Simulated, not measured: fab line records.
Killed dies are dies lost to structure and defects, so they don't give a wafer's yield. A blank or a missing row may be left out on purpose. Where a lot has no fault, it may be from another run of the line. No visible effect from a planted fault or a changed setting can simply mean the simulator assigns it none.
The tool behind it: which one? -- flow n5 finfet -- 9 lots, 27 wafers sampled, at 5 steps of a route of 1938

== WHAT EACH GAUGE READ, for each wafer ==
N5_BEOL_M4_RC_MEAS_101. Usual: DIBL_N 36.8 mV/V, standard deviation 1.5; DIBL_P 37.1 mV/V, standard deviation 2.1; IOFF_N 0.168 nA/um, standard deviation 0.03; IOFF_P 0.22 nA/um, standard deviation 0.034; ION_N 679 uA/um, standard deviation 12; ION_P 466 uA/um, standard deviation 8; SS_N 71.7 mV/dec, standard deviation 0.58; SS_P 73.5 mV/dec, standard deviation 0.67; VT_N 248.8 mV, standard deviation 2.7; VT_P -250 mV, standard deviation 3.3.
lot,measured,on,DIBL_N (mV/V),DIBL_P (mV/V),IOFF_N (nA/um),IOFF_P (nA/um),ION_N (uA/um),ION_P (uA/um),SS_N (mV/dec),SS_P (mV/dec),VT_N (mV),VT_P (mV),flag
L202,day 7 12:11,prober-02,38.6 34.9 38.5,39.9 35.0 39.9,0.204 0.135 0.213,0.24 0.17 0.25,683 662 679,463 455 466,73.2 71.3 71.6,74.1 73.5 74.3,247.3 250.8 244.0,-249 -256 -247,
L206,day 8 11:34,prober-02,36.4 38.7 36.0,37.5 40.5 37.8,0.165 0.200 0.152,0.22 0.27 0.23,677 687 679,468 468 468,71.8 72.6 71.0,72.7 74.0 72.7,247.4 246.2 251.6,-253 -247 -246,
L208,day 9 06:04,prober-01,35.4 35.5 35.6,37.0 37.0 37.2,0.167 0.166 0.183,0.22 0.21 0.22,671 680 684,469 463 470,71.3 71.8 71.2,74.0 72.8 73.4,247.2 245.1 244.9,-249 -248 -247,
L210,day 9 19:59,prober-02,38.5 35.3 37.8,38.9 36.3 39.0,0.202 0.153 0.204,0.22 0.19 0.24,682 678 696,455 466 467,72.4 72.1 72.0,74.0 73.2 74.1,246.2 250.0 245.2,-250 -253 -249,
L214,day 11 00:38,prober-02,37.1 36.8 37.4,39.3 40.2 40.5,0.176 0.175 0.181,0.24 0.27 0.27,677 670 674,463 463 466,72.4 72.5 72.5,73.6 74.6 74.3,250.6 249.6 247.8,-246 -246 -246,
L215,day 11 02:07,prober-02,34.3 36.4 35.6,32.5 34.9 34.2,0.132 0.166 0.152,0.19 0.22 0.21,662 676 670,465 470 461,70.9 71.2 71.0,73.3 73.4 74.0,250.2 247.7 249.4,-251 -250 -250,
L216,day 11 06:49,prober-02,41.2 36.5 35.5,40.8 34.4 32.9,0.240 0.138 0.124,0.32 0.21 0.18,677 662 657,468 464 455,72.2 71.1 71.1,76.2 73.5 72.4,245.5 253.0 253.3,-248 -251 -249,
L217,day 11 08:31,prober-02,36.5 35.7 38.2,37.7 37.1 39.7,0.184 0.152 0.230,0.21 0.19 0.24,686 682 697,463 471 476,71.9 71.7 73.2,73.9 72.8 74.2,245.8 249.9 242.6,-253 -254 -250,
L224,day 13 08:35,prober-02,33.4 34.7 36.5,33.0 34.8 36.2,0.126 0.147 0.164,0.19 0.22 0.26,679 681 678,469 472 474,71.3 71.5 72.4,72.9 73.4 73.0,252.8 252.4 248.7,-251 -247 -246,

== WHAT TOOL EACH LOT RAN ON (gives the tool, then ch and the chambers of the sampled wafers, and finally the start) ==
lot,N5_BEOL_M0_SAQP_PECVD_97,N5_BEOL_M0_SAQP_MANDREL1_REMOVE_100,N5_BEOL_M0_SAQP_COAT_105,N5_BEOL_M0_SAQP_STRIP_108
L202,"pecvd-02 ch 0,1,2, day 5 11:07","rie si-03 ch 1,2, day 5 13:20","litho track-02 ch 0, day 5 14:05","rie diel-04 ch 0,2,3, day 5 14:15"
L206,"pecvd-01 ch 0,1, day 6 10:16","rie si-06 ch 0,1,2, day 6 12:35","litho track-05 ch 0, day 6 13:20","rie diel-03 ch 0,3, day 6 13:30"
L208,"pecvd-02 ch 1,2, day 6 23:08","rie si-02 ch 2,3, day 7 01:11","litho track-02 ch 0, day 7 01:56","rie diel-05 ch 0,1, day 7 02:06"
L210,"pecvd-02 ch 0,1,2, day 7 08:43","rie si-03 ch 0,3, day 7 11:12","litho track-02 ch 0, day 7 11:57","rie diel-03 ch 2,3, day 7 12:07"
L214,"pecvd-02 ch 0,1,2, day 8 13:21","rie si-03 ch 0,1,2, day 8 15:32","litho track-02 ch 0, day 8 16:17","rie diel-03 ch 0,1, day 8 16:26"
L215,"pecvd-04 ch 0,1, day 8 15:19","rie si-03 ch 0,1, day 8 18:08","litho track-02 ch 0, day 8 18:53","rie diel-05 ch 0,1,3, day 8 19:04"
L216,"pecvd-01 ch 1,2, day 8 20:11","rie si-02 ch 0,1,2, day 8 23:10","litho track-02 ch 0, day 8 23:58","rie diel-04 ch 0,1,2, day 9 00:10"
L217,"pecvd-01 ch 0,2, day 9 06:11","rie si-06 ch 0,2,3, day 9 08:59","litho track-02 ch 0, day 9 09:50","rie diel-03 ch 0,2,3, day 9 10:02"
L224,"pecvd-02 ch 0,2, day 10 23:46","rie si-02 ch 2,3, day 11 02:40","litho track-04 ch 0, day 11 03:25","rie diel-03 ch 0,1, day 11 03:35"
- N5_BEOL_M0_SAQP_PECVD_97: deposits SiNx from SiH4/NH3/N2, target thk 23 nm, time 19.9 s.
- N5_BEOL_M0_SAQP_MANDREL1_REMOVE_100: chemistry HBr/Cl2/O2, target a-Si, stops on SiNx, bt time 10 s.
- N5_BEOL_M0_SAQP_COAT_105: time 60 s, resist thk 100 nm.
- N5_BEOL_M0_SAQP_STRIP_108: strips in N2/H2.

== WHAT THE TOOLS THEMSELVES READ (means of the sampled wafers that have a number; where no wafer has one, the mark that the record gives instead) ==
N5_BEOL_M0_SAQP_PECVD_97. Usual: heater power w 555 W, standard deviation 52; showerhead plenum p Torr 5.118 Torr, standard deviation 0.024; throttle valve pct 40.4 %, standard deviation 2.8.
lot,tool,heater power w (W),showerhead plenum p Torr (Torr),throttle valve pct (%),flag
L202,pecvd-02,552,5.128,40.4,
L206,pecvd-01,560,5.105,41.1,
L208,pecvd-02,595,5.144,40.4,
L210,pecvd-02,564,5.133,40.6,
L214,pecvd-02,549,5.132,40.6,
L215,pecvd-04,579,5.120,42.0,
L216,pecvd-01,553,5.102,41.1,
L217,pecvd-01,479,5.106,38.7,
L224,pecvd-02,568,5.112,40.7,

N5_BEOL_M0_SAQP_MANDREL1_REMOVE_100. Usual: drypump motor current A 5.7 A, standard deviation 0.45; oes product au 1.002 a.u., standard deviation 0.017; throttle valve pct 36.7 %, standard deviation 0.33.
lot,tool,drypump motor current A (A),oes product au (a.u.),throttle valve pct (%),flag
L202,rie si-03,5.5,1.006,36.7,
L206,rie si-06,5.6,1.013,36.9,
L208,rie si-02,5.3,1.002,36.8,
L210,rie si-03,6.2,1.000,36.2,
L214,rie si-03,5.6,1.007,36.7,
L215,rie si-03,5.4,1.012,36.9,
L216,rie si-02,5.4,0.997,36.7,
L217,rie si-06,5.8,1.009,36.9,
L224,rie si-02,5.3,0.989,36.8,

N5_BEOL_M0_SAQP_COAT_105. Usual: exhaust pa 45.2 Pa, standard deviation 0.84; spin speed rpm 1500.1 rpm, standard deviation 1.1.
lot,tool,exhaust pa (Pa),spin speed rpm (rpm),flag
L202,litho track-02,45.9,1500.1,
L206,litho track-05,45.7,1500.1,
L208,litho track-02,45.4,1499.6,
L210,litho track-02,45.2,1500.8,
L214,litho track-02,45.2,1499.5,
L215,litho track-02,45.0,1394.2,OFF
L216,litho track-02,45.1,1392.7,OFF
L217,litho track-02,44.2,1393.2,OFF
L224,litho track-04,43.8,1500.7,

N5_BEOL_M0_SAQP_STRIP_108. Usual: drypump motor current A 5.84 A, standard deviation 0.24; oes product au 0.76 a.u., standard deviation 0.071; rf vpp V 121.7 V, standard deviation 1.1; showerhead plenum p Torr 3.34 Torr, standard deviation 0.13; throttle valve pct 19.2 %, standard deviation 0.35.
lot,tool,drypump motor current A (A),oes product au (a.u.),rf vpp V (V),showerhead plenum p Torr (Torr),throttle valve pct (%),flag
L202,rie diel-04,5.80,0.74,120.7,3.25,18.9,
L206,rie diel-03,5.97,0.70,121.3,3.23,19.2,
L208,rie diel-05,5.78,0.69,122.2,3.32,19.3,
L210,rie diel-03,5.75,0.74,121.9,3.38,19.1,
L214,rie diel-03,6.05,0.73,121.9,3.30,19.5,
L215,rie diel-05,5.85,0.70,121.1,3.28,19.1,
L216,rie diel-04,5.74,0.84,121.2,3.35,18.8,
L217,rie diel-03,5.93,0.82,122.6,3.46,19.0,
L224,rie diel-03,6.03,0.71,120.9,3.29,19.5,

== THE ANSWER, worked out from the rows above alone ==
Rule: a lot is off if the mean of its wafers that have a number lies more than 3 standard deviations from the usual mean. A lot without any number at a reading at which 4 lots or more have one is off too. The other lots that the step has rows for count as sound. First the gauges in route order, then the tools' own readings, where a lot's mean is used as printed above. The first step at which some lot is off is used, and at that step the reading that is off furthest; a lot without a number counts as furthest.
Off: L215, L216, L217 (N5_BEOL_M0_SAQP_COAT_105, spin speed rpm).
If a tool, at that step or one of the process steps before it, ran each lot that is off and ran no sound lot following the first of them, it fits. One candidate fits, namely litho track-02 at N5_BEOL_M0_SAQP_COAT_105. A fault onset in the window from L214 (day 8 16:17, its last sound lot) to L215 (day 8 18:53, its first lot off) fits.
The tool's own readings at N5_BEOL_M0_SAQP_COAT_105 bear it out: on the lots that are off they differ by more than 5 times the standard deviation of the sound lots' means. spin speed rpm reads 1393.4 rpm there against 1500.1 rpm on the sound lots.

== WHAT THE SIMULATOR PUT IN ==
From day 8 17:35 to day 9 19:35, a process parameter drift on litho track-02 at N5_BEOL_M0_SAQP_COAT_105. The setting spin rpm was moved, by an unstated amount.
Shown lots that were struck: L215, L216, L217. The rule given above showed the same thing.
